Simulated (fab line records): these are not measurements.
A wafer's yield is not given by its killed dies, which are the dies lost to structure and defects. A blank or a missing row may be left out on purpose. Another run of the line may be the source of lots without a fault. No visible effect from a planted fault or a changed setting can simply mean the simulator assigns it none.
fab line records ; flow nandHarc ; part 2 of 2: steps 5 to 6 of 6
record: lots: 20; wafers: 60; lastDay: 34
route steps=1302 shown A_STAIRCASE@677
lots with no fault: from the same line, run without faults
startH: start of the lot's first displayed wafer, in hours after the record's first day ; waitH: time in hours since the lot's previous step ; " same as the row above ; L1.1+2: a single row standing in for several wafers ; - no value present, or no start provided ; * or withheld: withheld ; < > ~ a bound
route shown NAME@n: a module of which the file shows steps, and the number in the route of the first ; usual: average and standard deviation across the fault-free wafers ; same: alike in all rows ; chamber/n: place in a boat ; sites: each site's reading ; _std_site: standard deviation across them ; _edge_site: the outer-site mean with the inner-site mean subtracted ; radiusMm: for every site, how far away it sits from the centre of the wafer ; mask NAME#n: copy n ; behind: the last tool/chamber to shape the wafer ; hold: what put the lot on hold/how long, in hours/how the hold closed ; device: transistor that didn't switch, given as n, p or np ; end of line: tests of these same wafers at the route's end ; a step without rows: its recipe alone ; killed: at the first sort, the dies lost to defects and structure; wafer yield is something else ; map: shows each die of a wafer: x if killed, . if not, _ if none is there
set.NAME: the setting as run; set.NAME@STEP: as run at that earlier step ; model.NAME: the simulator's own value behind a step, which no gauge read
the route's steps for a sample of lots (tables are steps, rows are wafers)
services: a tool's chamber out of use, with start hour (startH, from the record's first day; less than 0 if before it), hours out, and reason
== steps ==
step: NHARC_A_STAIRCASE_ETCH_199
recipe: targetDepthA: 1000; timeS: 40.5; ionEnergyEv: 400; c4f8FlowSccm: 20; o2FlowSccm: 10; arFlowSccm: withheld; rfW: 600; biasW: 1000; chemistry: C4F8/O2
usual: oesProductAu: 0.948/0.012; rfVppV: 895/6
lot.wafer;tool;chamber;startH;waitH;oesProductAu;rfHoursCounterH;rfVppV
L075.1;rieDiel-13;3;-;-;0.942;2;901
L075.2;rieDiel-13;1;-;-;0.941;2;887
L075.5;rieDiel-13;2;-;-;0.941;-;891
L074.4;rieDiel-02;1;-;-;0.956;44;887
L074.3;rieDiel-02;3;-;-;0.960;46;893
L074.2;rieDiel-02;0;-;-;0.961;44;905
L077.3;rieDiel-13;1;-;-;0.949;15;889
L077.4;rieDiel-13;3;-;-;0.943;16;900
L077.5;rieDiel-13;1;-;-;0.957;-;887
L079.4;rieDiel-02;2;-;-;0.952;2;894
L079.2;rieDiel-02;3;-;-;0.966;2;892
L079.1;rieDiel-02;0;-;-;0.950;1;904
L078.4;rieDiel-12;3;-;-;0.960;43;900
L078.5;rieDiel-12;3;-;-;0.952;-;900
L078.6;rieDiel-12;0;-;-;0.947;-;888
L081.1;rieDiel-13;0;-;-;0.948;23;897
L081.2;rieDiel-13;1;-;-;0.944;22;888
L081.5;rieDiel-13;1;-;-;0.958;-;888
L080.3;rieDiel-02;1;-;-;0.923;11;905
L080.4;rieDiel-02;1;-;-;0.927;-;907
L080.6;rieDiel-02;3;-;-;0.938;-;890
L082.4;rieDiel-13;3;-;-;0.953;24;901
L082.2;rieDiel-13;0;-;-;0.958;24;895
L082.3;rieDiel-13;1;-;-;0.962;23;887
L083.3;rieDiel-13;0;-;-;0.944;27;896
L083.2;rieDiel-13;2;-;-;0.964;23;888
L083.6;rieDiel-13;0;-;-;0.943;-;896
L084.1;rieDiel-13;2;-;-;0.965;29;892
L084.3;rieDiel-13;3;-;-;0.956;34;901
L084.6;rieDiel-13;1;-;-;0.958;-;889
L085.1;rieDiel-13;3;-;-;0.952;36;900
L085.3;rieDiel-13;0;-;-;0.960;34;894
L085.6;rieDiel-13;3;-;-;0.948;-;901
L086.6;rieDiel-13;1;-;-;0.930;-;888
L086.4;rieDiel-13;2;-;-;0.924;-;889
L086.5;rieDiel-13;3;-;-;0.922;-;899
L087.4;rieDiel-12;3;-;-;0.938;10;900
L087.3;rieDiel-12;0;-;-;0.935;7;889
L087.2;rieDiel-12;2;-;-;0.940;9;907
L088.3;rieDiel-13;3;-;-;0.935;45;899
L088.2;rieDiel-13;1;-;-;0.942;46;888
L088.5;rieDiel-13;3;-;-;0.938;-;900
L090.1;rieDiel-12;2;-;-;0.961;25;904
L090.4;rieDiel-12;0;-;-;0.946;22;888
L090.5;rieDiel-12;3;-;-;0.936;-;898
L091.1;rieDiel-02;2;-;-;0.948;43;894
L091.3;rieDiel-02;3;-;-;0.952;39;891
L091.5;rieDiel-02;2;-;-;0.935;-;892
L092.3;rieDiel-02;1;-;-;0.965;44;906
L092.1;rieDiel-02;3;-;-;0.960;43;892
L092.5;rieDiel-02;1;-;-;0.961;-;904
L093.4;rieDiel-13;2;-;-;0.945;5;890
L093.3;rieDiel-13;0;-;-;0.943;5;894
L093.5;rieDiel-13;2;-;-;0.940;-;889
L096.3;rieDiel-02;3;-;-;0.926;54;890
L096.1;rieDiel-02;0;-;-;0.936;58;903
L096.6;rieDiel-02;0;-;-;0.941;-;903
L097.3;rieDiel-12;3;-;-;0.937;46;900
L097.4;rieDiel-12;2;-;-;0.934;43;905
L097.5;rieDiel-12;0;-;-;0.937;-;886
step: NHARC_A_STAIRCASE_TRIM_200
recipe: timeS: 211.2; o2FlowSccm: 500; arFlowSccm: 0; biasW: 0; chemistry: O2
usual: drypumpMotorCurrentA: 5.8/0.54; mfcArSccm: 0.0015/0.0022; o2FlowSccm: 500.0/1.6; oesProductAu: 1.003/0.008; rfVppV: 57.8/0.93; showerheadPlenumPTorr: 3.49/0.17; throttleValvePct: 17.038/0.0096
lot.wafer;tool;chamber;startH;waitH;drypumpMotorCurrentA;mfcArSccm;o2FlowSccm;oesProductAu;rfHoursCounterH;rfVppV;showerheadPlenumPTorr;throttleValvePct
L075.2;rieDiel-13;2;-;-;5.3;0;499.3;1.002;2;56.0;3.37;17.040
L075.1;rieDiel-13;0;-;-;6.3;0.0019;501.7;0.992;2;57.0;3.51;17.039
L075.5;rieDiel-13;1;-;-;6.3;0;500.4;1.001;-;57.7;3.31;17.043
L074.4;rieDiel-02;1;-;-;5.0;0;502.9;1.017;44;56.3;3.28;17.041
L074.2;rieDiel-02;3;-;-;6.0;0;500.9;0.991;46;56.3;3.43;17.035
L074.3;rieDiel-02;0;-;-;5.8;0.0037;499.6;1.009;44;58.8;3.78;17.046
L077.3;rieDiel-13;2;-;-;5.2;0;500.5;1.010;11;56.0;3.37;17.044
L077.4;rieDiel-13;3;-;-;5.4;0.0062;497.5;1.016;16;58.5;3.65;17.019
L077.5;rieDiel-13;0;-;-;6.2;0.0019;501.5;1.006;-;59.5;3.51;17.042
L079.4;rieDiel-02;0;-;-;5.8;0.0037;497.9;0.990;1;57.7;3.78;17.031
L079.2;rieDiel-02;2;-;-;6.6;0;499.2;1.002;2;57.4;3.47;17.016
L079.1;rieDiel-02;3;-;-;6.0;0;499.3;1.007;2;56.4;3.42;17.055
L078.4;rieDiel-12;1;-;-;6.5;0;503.1;1.010;45;58.9;3.49;17.028
L078.6;rieDiel-12;2;-;-;5.1;0;501.8;1.007;-;57.0;3.27;17.048
L078.5;rieDiel-12;3;-;-;5.7;0.0023;500.2;1.002;-;58.0;3.63;17.035
L081.2;rieDiel-13;2;-;-;5.2;0;499.3;0.995;17;57.1;3.37;17.047
L081.1;rieDiel-13;1;-;-;6.3;0;502.4;1.017;22;57.4;3.30;17.034
L081.5;rieDiel-13;3;-;-;5.4;0.0062;497.6;0.999;-;56.8;3.65;17.034
L080.3;rieDiel-02;2;-;-;6.6;0;501.7;1.004;8;57.2;3.46;17.026
L080.4;rieDiel-02;1;-;-;5.0;0;499.3;0.983;-;58.5;3.80;17.028
L080.6;rieDiel-02;2;-;-;6.6;0;500.4;1.008;-;57.1;3.46;17.038
L082.2;rieDiel-13;0;-;-;6.2;0.0019;501.5;1.010;24;58.9;3.50;17.028
L082.3;rieDiel-13;1;-;-;6.3;0;500.7;1.007;23;57.8;3.30;17.040
L082.4;rieDiel-13;2;-;-;5.3;0;501.6;1.003;18;57.1;3.37;17.036
L083.2;rieDiel-13;0;-;-;6.2;0.0019;497.6;1.002;27;57.7;3.50;17.050
L083.3;rieDiel-13;2;-;-;5.3;0;500.8;1.003;23;56.4;3.36;17.052
L083.6;rieDiel-13;0;-;-;6.2;0.0019;499.9;1.004;-;56.5;3.50;17.040
L084.3;rieDiel-13;1;-;-;6.3;0;501.3;1.004;31;56.6;3.30;17.041
L084.1;rieDiel-13;2;-;-;5.3;0;502.2;1.005;29;57.7;3.36;17.036
L084.6;rieDiel-13;3;-;-;5.4;0.0062;498.1;0.999;-;57.8;3.64;17.038
L085.3;rieDiel-13;3;-;-;5.4;0.0062;502.1;0.994;36;59.0;3.64;17.042
L085.1;rieDiel-13;2;-;-;5.3;0;497.9;1.010;31;57.4;3.36;17.032
L085.6;rieDiel-13;0;-;-;6.2;0.0019;497.5;1.006;-;57.9;3.50;17.051
L086.4;rieDiel-13;2;-;-;5.3;0;500.1;1.007;-;56.6;3.36;17.043
L086.6;rieDiel-13;3;-;-;5.4;0.0062;502.0;0.998;-;58.7;3.64;17.025
L086.5;rieDiel-13;1;-;-;6.3;0;500.4;0.993;-;57.3;3.30;17.047
L087.4;rieDiel-12;1;-;-;6.5;0;500.7;1.011;5;59.3;3.48;17.049
L087.3;rieDiel-12;3;-;-;5.7;0.0023;501.0;0.991;10;57.8;3.62;17.022
L087.2;rieDiel-12;0;-;-;4.9;0;498.1;1.004;7;57.7;3.31;17.040
L088.2;rieDiel-13;1;-;-;6.3;0;498.8;0.994;46;56.8;3.29;17.042
L088.3;rieDiel-13;3;-;-;5.4;0.0062;502.9;1.002;45;57.7;3.63;17.041
L088.5;rieDiel-13;1;-;-;6.3;0;499.1;1.002;-;57.0;3.29;17.039
L090.4;rieDiel-12;1;-;-;6.5;0;502.2;1.008;21;58.3;3.47;17.034
L090.1;rieDiel-12;3;-;-;5.7;0.0023;500.4;0.984;25;59.7;3.61;17.040
L090.5;rieDiel-12;0;-;-;4.9;0;499.5;1.018;-;57.8;3.30;17.027
L091.1;rieDiel-02;3;-;-;5.9;0;501.6;0.999;39;57.1;3.40;17.027
L091.3;rieDiel-02;0;-;-;5.8;0.0037;501.2;0.996;43;58.7;3.75;17.066
L091.5;rieDiel-02;3;-;-;5.9;0;500.0;1.002;-;57.2;3.40;17.042
L092.1;rieDiel-02;2;-;-;6.5;0;499.0;1.010;46;57.8;3.44;17.042
L092.3;rieDiel-02;3;-;-;5.9;0;496.4;0.998;43;57.4;3.40;17.041
L092.5;rieDiel-02;1;-;-;5.0;0;498.7;0.989;-;58.3;3.78;17.038
L093.3;rieDiel-13;3;-;-;5.4;0.0062;496.8;1.002;6;57.9;3.63;17.043
L093.4;rieDiel-13;1;-;-;6.3;0;496.2;1.002;5;58.1;3.29;17.054
L093.5;rieDiel-13;2;-;-;5.2;0;500.0;0.987;-;58.6;3.35;17.029
L096.3;rieDiel-02;1;-;-;5.0;0;499.7;0.998;55;59.9;3.78;17.040
L096.1;rieDiel-02;2;-;-;6.6;0;500.4;1.000;51;57.5;3.44;17.036
L096.6;rieDiel-02;2;-;-;6.5;0;501.0;1.006;-;57.5;3.44;17.038
L097.3;rieDiel-12;0;-;-;4.9;0;498.9;1.004;47;57.6;3.29;17.016
L097.4;rieDiel-12;2;-;-;5.1;0;502.8;1.003;43;57.7;3.78;17.034
L097.5;rieDiel-12;0;-;-;4.9;0;497.5;0.991;-;57.1;3.29;17.053
== services ==
tool;chamber;startH;hours;kind
rieDiel-13;-;344.18;9.0;pm
rieDiel-13;0;344.18;9.0;ventCycle
rieDiel-13;1;344.18;9.0;ventCycle
rieDiel-13;2;344.18;9.0;ventCycle
rieDiel-13;3;344.18;9.0;ventCycle
rieDiel-13;0;353.18;-;clean
rieDiel-13;0;353.18;-;consumableReplace:esc
rieDiel-13;1;353.18;-;clean
rieDiel-13;2;353.18;-;clean
rieDiel-13;3;353.18;-;clean
rieDiel-13;-;359.23;0.7;repair
rieDiel-13;2;366.09;6.4;repair
rieDiel-02;0;377.40;2.1;repair
rieDiel-12;2;378.86;2.6;repair
rieDiel-02;-;394.46;9.0;pm
rieDiel-13;-;423.11;5.7;repair
rieDiel-02;0;424.08;12.3;repair
rieDiel-02;3;434.93;28.6;repair
rieDiel-12;-;445.82;9.0;pm
rieDiel-12;1;469.74;9.5;repair
rieDiel-13;0;475.54;6.6;repair
rieDiel-13;3;499.83;6.7;repair
rieDiel-13;-;521.79;9.0;pm
rieDiel-02;2;547.77;7.8;repair
